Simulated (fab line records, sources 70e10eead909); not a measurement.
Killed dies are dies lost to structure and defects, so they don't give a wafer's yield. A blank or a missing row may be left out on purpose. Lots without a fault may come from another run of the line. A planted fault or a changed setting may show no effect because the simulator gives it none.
fab line records | flow nand_harc
record lots=13 wafers=39 last_day=24
route steps=1159 shown A_CONTACT@877 END@1159
lots that met no fault: from a run of the same line without faults
start_h: hours from the record's first day to the start of the lot's first wafer shown | wait_h: hours since the lot's step before | " the same as in the row above | L1.1+2: a row that stands for several wafers | - no value, or no start given | * or withheld: withheld | < > ~ a bound
route shown NAME@n: a module of which the file shows steps, and the number in the route of the first | usual: mean/standard deviation of fault-free wafers | same: alike in all rows | chamber/n: place in a boat | sites: the reading at each site | _std_site: their standard deviation | _edge_site: outer sites' mean less inner sites' | radius_mm: how far each site lies from the wafer's centre | mask NAME#n: copy n | behind: the tool/chamber that last shaped the wafer | hold: why the lot was held/for how many hours/how that ended | device: the transistor (n, p or np) that didn't switch | end of line: the same wafers' tests at the end of the route | a step without rows: its recipe alone | killed: dies lost to structure and defects at the first sort, not the wafer's yield | map: a wafer's dies, x killed, . not, _ none there
set.NAME: the setting as run; set.NAME@STEP: as run at that earlier step | model.NAME: the simulator's own value behind a step, which no gauge read
steps of the route over a sample of lots; a table a step, a row a wafer
services: from which hour (start_h, from the record's first day; less than 0 if before it) a tool's chamber was out of use, for how many hours, and why
## steps
# step NHARC_A_CONTACT_CD_MEAS_53
# usual cd_nm=189.8/0.82
# columns lot.wafer tool chamber start_h wait_h cd_nm
L984.2 cd_sem-01 - 375.07 - 189.5
L984.4 " - " " 189.0
L984.6 " - " " 189.4
L988.3 cd_sem-03 - 379.84 - 190.3
L988.5 " - " " 189.2
L988.6 " - " " 189.2
L985.4 cd_sem-03 - 381.12 - 187.8
L985.5 " - " " 187.6
L985.6 " - " " 188.0
L986.1 cd_sem-02 - 385.48 - 189.3
L986.4 " - " " 189.6
L986.6 " - " " 189.8
L989.1 cd_sem-02 - 392.27 - 189.0
L989.2 " - " " 189.8
L989.5 " - " " 190.0
L987.3 cd_sem-03 - 398.71 - 190.6
L987.5 " - " " 190.0
L987.6 " - " " 190.6
L995.1 cd_sem-03 - 435.43 - 189.3
L995.2 " - " " 188.8
L995.3 " - " " 190.2
L997.1 cd_sem-02 - 443.14 - 190.5
L997.4 " - " " 189.3
L997.6 " - " " 189.8
L998.1 cd_sem-03 - 448.55 - 190.0
L998.3 " - " " 189.9
L998.5 " - " " 189.5
L100.2 cd_sem-03 - 449.32 - 190.9
L100.3 " - " " 190.0
L100.6 " - " " 189.8
L103.2 cd_sem-01 - 496.39 - 191.6
L103.4 " - " " 192.1
L103.5 " - " " 191.8
L107.1 cd_sem-03 - 511.77 - 190.6
L107.5 " - " " 189.8
L107.6 " - " " 190.0
L105.1 cd_sem-01 - 516.67 - 189.7
L105.3 " - " " 189.9
L105.5 " - " " 190.3
# step NHARC_A_CONTACT_EXPOSE_66
# recipe na=1.35 sigma_outer=0.8 dose_mj=59.02 mask_id=A_CC_2
# columns lot.wafer tool chamber start_h wait_h mask
L984.2+4+6 arfi_scanner-01 0 379.55 - A_CC_2#0
L988.3+5+6 arfi_scanner-01 0 383.44 - A_CC_2#0
L985.4+5+6 arfi_scanner-02 0 384.63 - A_CC_2#0
L986.1+4+6 arfi_scanner-02 0 390.25 - A_CC_2#0
L989.1+2+5 arfi_scanner-03 0 396.00 - A_CC_2#0
L987.3+5+6 arfi_scanner-02 0 402.21 - A_CC_2#0
L995.1+2+3 arfi_scanner-03 0 440.54 - A_CC_2#0
L997.1+4+6 arfi_scanner-02 0 446.72 - A_CC_2#0
L998.1+3+5 arfi_scanner-02 0 452.14 - A_CC_2#0
L100.2+3+6 arfi_scanner-03 0 452.77 - A_CC_2#0
L103.2+4+5 arfi_scanner-01 0 499.79 - A_CC_2#0
L107.1+5+6 arfi_scanner-01 0 516.11 - A_CC_2#0
L105.1+3+5 arfi_scanner-03 0 520.01 - A_CC_2#0
# step NHARC_A_CONTACT_OVL_MEAS_70
# usual overlay_x_nm=-0.2/0.7 overlay_y_nm=0.1/0.75
# columns lot.wafer tool chamber start_h wait_h overlay_x_nm overlay_y_nm
L984.2 overlay-01 - 379.77 - -0.4 0.9
L984.4 " - " " -0.3 0.5
L984.6 " - " " -0.4 0.6
L988.3 overlay-02 - 383.66 - 0.1 -0.4
L988.5 " - " " -0.5 -0.8
L988.6 " - " " -0.4 -0.2
L985.4 overlay-01 - 384.85 - -0.5 0.3
L985.5 " - " " -0.7 0.3
L985.6 " - " " 0.0 0.9
L986.1 overlay-02 - 390.48 - -0.7 0.0
L986.4 " - " " -0.6 -0.5
L986.6 " - " " -0.9 0.1
L989.1 overlay-02 - 396.23 - -0.2 0.3
L989.2 " - " " -0.2 0.4
L989.5 " - " " -0.1 0.1
L987.3 overlay-02 - 402.43 - 0.7 1.2
L987.5 " - " " 1.0 1.6
L987.6 " - " " 0.4 1.1
L995.1 overlay-01 - 440.77 - -0.9 -0.2
L995.2 " - " " -0.3 0.3
L995.3 " - " " -1.1 -0.7
L997.1 overlay-01 - 446.95 - 23.5 -0.4
L997.4 " - " " 23.4 -0.2
L997.6 " - " " 24.0 0.1
L998.1 overlay-01 - 452.37 - 23.5 -0.8
L998.3 " - " " 23.7 -0.5
L998.5 " - " " 23.2 -0.8
L100.2 overlay-02 - 453.00 - 1.0 1.8
L100.3 " - " " 0.9 1.4
L100.6 " - " " 1.4 1.4
L103.2 overlay-01 - 500.01 - 0.5 0.2
L103.4 " - " " 0.8 0.1
L103.5 " - " " 0.6 0.6
L107.1 overlay-01 - 516.34 - -1.0 1.2
L107.5 " - " " -0.6 1.0
L107.6 " - " " -0.7 0.7
L105.1 overlay-02 - 520.23 - -1.6 -0.4
L105.3 " - " " -0.9 -0.6
L105.5 " - " " -1.7 -0.7
# step NHARC_A_CONTACT_ETCH_125
# recipe source_w=withheld pressure_mtorr=20 bias_v=1200 time_s=155 target_depth_a=9560 ar_flow_sccm=withheld c4f8_flow_sccm=withheld o2_flow_sccm=withheld chemistry=C4F8/O2/Ar
# same time_s=155
# columns lot.wafer tool chamber start_h wait_h rf_hours_counter_h
L984.2 har_cap_etch-01 0 381.24 0.2 56
L984.4 " 0 " " -
L984.6 " 0 " " -
L988.3 har_cap_etch-03 0 385.24 0.2 -
L988.5 " 0 " " -
L988.6 " 1 " " -
L985.4 har_cap_etch-01 0 386.32 0.1 -
L985.5 " 0 " " -
L985.6 " 1 " " -
L986.1 har_cap_etch-02 0 392.05 0.2 13
L986.4 " 1 " " -
L986.6 " 0 " " -
L989.2 har_cap_etch-03 0 397.79 0.2 88
L989.1 " 1 " " 88
L989.5 " 0 " " -
L987.3 har_cap_etch-02 0 404.13 0.2 -
L987.5 " 0 " " -
L987.6 " 1 " " -
L995.1 har_cap_etch-02 0 442.22 0.2 22
L995.2 " 1 " " 22
L995.3 " 1 " " -
L997.1 har_cap_etch-02 0 448.39 0.2 25
L997.4 " 1 " " -
L997.6 " 1 " " -
L998.1 har_cap_etch-02 1 454.09 0.2 26
L998.3 " 0 " " -
L998.5 " 1 " " -
L100.2 har_cap_etch-01 1 455.04 0.2 71
L100.3 " 0 " " -
L100.6 " 0 " " -
L103.2 har_cap_etch-03 0 501.55 0.2 106
L103.4 " 1 " " -
L103.5 " 1 " " -
L107.1 har_cap_etch-02 1 517.77 0.2 34
L107.5 " 1 " " -
L107.6 " 0 " " -
L105.1 har_cap_etch-01 1 521.96 0.2 79
L105.3 " 1 " " -
L105.5 " 1 " " -
# step NHARC_A_CONTACT_ETCH_129
# recipe source_w=withheld pressure_mtorr=20 bias_v=1200 time_s=155 target_depth_a=9560 ar_flow_sccm=withheld c4f8_flow_sccm=withheld o2_flow_sccm=withheld chemistry=C4F8/O2/Ar
# same time_s=155
# columns lot.wafer tool chamber start_h wait_h rf_hours_counter_h
L984.2 har_cap_etch-01 0 381.80 0.1 57
L984.4 " 0 " " -
L984.6 " 0 " " -
L988.3 har_cap_etch-03 0 385.99 0.2 -
L988.5 " 0 " " -
L988.6 " 1 " " -
L985.4 har_cap_etch-01 0 386.89 0.1 -
L985.5 " 0 " " -
L985.6 " 1 " " -
L986.1 har_cap_etch-02 0 392.61 0.1 14
L986.4 " 1 " " -
L986.6 " 0 " " -
L989.2 har_cap_etch-03 0 398.55 0.2 89
L989.1 " 1 " " 89
L989.5 " 0 " " -
L987.3 har_cap_etch-02 0 404.88 0.2 -
L987.5 " 0 " " -
L987.6 " 1 " " -
L995.1 har_cap_etch-02 0 442.79 0.1 23
L995.2 " 1 " " 23
L995.3 " 1 " " -
L997.1 har_cap_etch-02 0 448.96 0.1 25
L997.4 " 1 " " -
L997.6 " 1 " " -
L998.1 har_cap_etch-02 1 454.84 0.2 27
L998.3 " 0 " " -
L998.5 " 1 " " -
L100.2 har_cap_etch-01 1 455.61 0.1 72
L100.3 " 0 " " -
L100.6 " 0 " " -
L103.2 har_cap_etch-03 0 502.15 0.1 106
L103.4 " 1 " " -
L103.5 " 1 " " -
L107.1 har_cap_etch-02 1 518.34 0.1 35
L107.5 " 1 " " -
L107.6 " 0 " " -
L105.1 har_cap_etch-01 1 522.53 0.1 79
L105.3 " 1 " " -
L105.5 " 1 " " -
# step NHARC_END_SORT_01
# recipe temp_c=25
# usual killed_at_array=27/11 killed_at_other=0.7/1.1 killed_at_periphery=3.6/2.4 killed_dies=32/11 killed_open=3.3/1.8 killed_short=2.1/1.5
# same gross_dies=677
# columns lot.wafer tool chamber start_h wait_h killed_at_array killed_at_other killed_at_periphery killed_dies killed_open killed_short
L995.1 prober-01 0 502.19 2.5 35 2 3 40 3 4
L995.2 prober-01 0 502.99 2.8 50 0 4 54 6 4
L995.3 prober-01 0 503.78 3.1 37 0 2 39 2 3
# killed by level:class
L995.1 A_CHANNEL_HOLE_D1:chamber_film_flake=12 A_STAIRCASE:chamber_film_flake=12 A_SLIT:chamber_film_flake=5 A_CONTACT:chamber_film_flake=2 P_GATE:geometric_particle:open=1 P_M2:geometric_particle:open=1 A_ONON_D1:geometric_particle:short=1 A_CHANNEL_FILL_D1:geometric_particle:open=1
L995.2 A_CHANNEL_HOLE_D1:chamber_film_flake=24 A_SLIT:chamber_film_flake=14 A_CONTACT:geometric_particle:open=2 P_STI:chamber_film_flake=2 A_STAIRCASE:chamber_film_flake=2 A_CONTACT:chamber_film_flake=2 P_GATE:geometric_particle:open=1 P_CONTACT:geometric_particle:open=1
L995.3 A_CHANNEL_HOLE_D1:chamber_film_flake=19 A_SLIT:chamber_film_flake=10 A_ONON_D1:geometric_particle:open=2 A_CONTACT:chamber_film_flake=2 P_M0:geometric_particle:short=1 A_CHANNEL_FILL_D1:geometric_particle:short=1 A_WL_FILL:geometric_particle:short=1 P_STI:chamber_film_flake=1
## services
# columns tool chamber start_h hours kind
har_cap_etch-03 - 365.51 0.3 repair
arfi_scanner-01 - 368.00 4.0 pm
har_cap_etch-02 - 386.57 0.4 repair
arfi_scanner-02 - 428.00 4.0 pm
arfi_scanner-02 - 452.83 0.9 repair
har_cap_etch-02 - 456.12 2.6 repair
arfi_scanner-01 - 459.11 5.2 repair
arfi_scanner-03 - 484.00 4.0 pm
arfi_scanner-03 - 496.35 0.2 repair
arfi_scanner-03 - 499.11 3.7 repair
## key
first_sign step=NHARC_A_CONTACT_OVL_MEAS_70 reading=overlay_x_nm direction=up sigmas=34 usual=-0.2 struck=23.6
effect none on later readings
met_at NHARC_A_CONTACT_EXPOSE_66
struck_lots L997,L998
tester_left_out L997,L998
not_acting_at NHARC_A_CONTACT_CD_MEAS_53,NHARC_A_CONTACT_ETCH_125,NHARC_A_CONTACT_ETCH_129
onset_between 402.21 446.72
fault kind=scanner_matching_overlay tool=arfi_scanner-02 chamber=- onset_h=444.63 steps=NHARC_A_CONTACT_EXPOSE_66 offset=23.696
# tester_left_out: of these lots the tester's yield and bins aren't shown, on N5 and GAA mostly nor the transistor test; their killed dies are dies lost to structure and defects alone, not to doping, threshold or leakage, so they don't give the yield
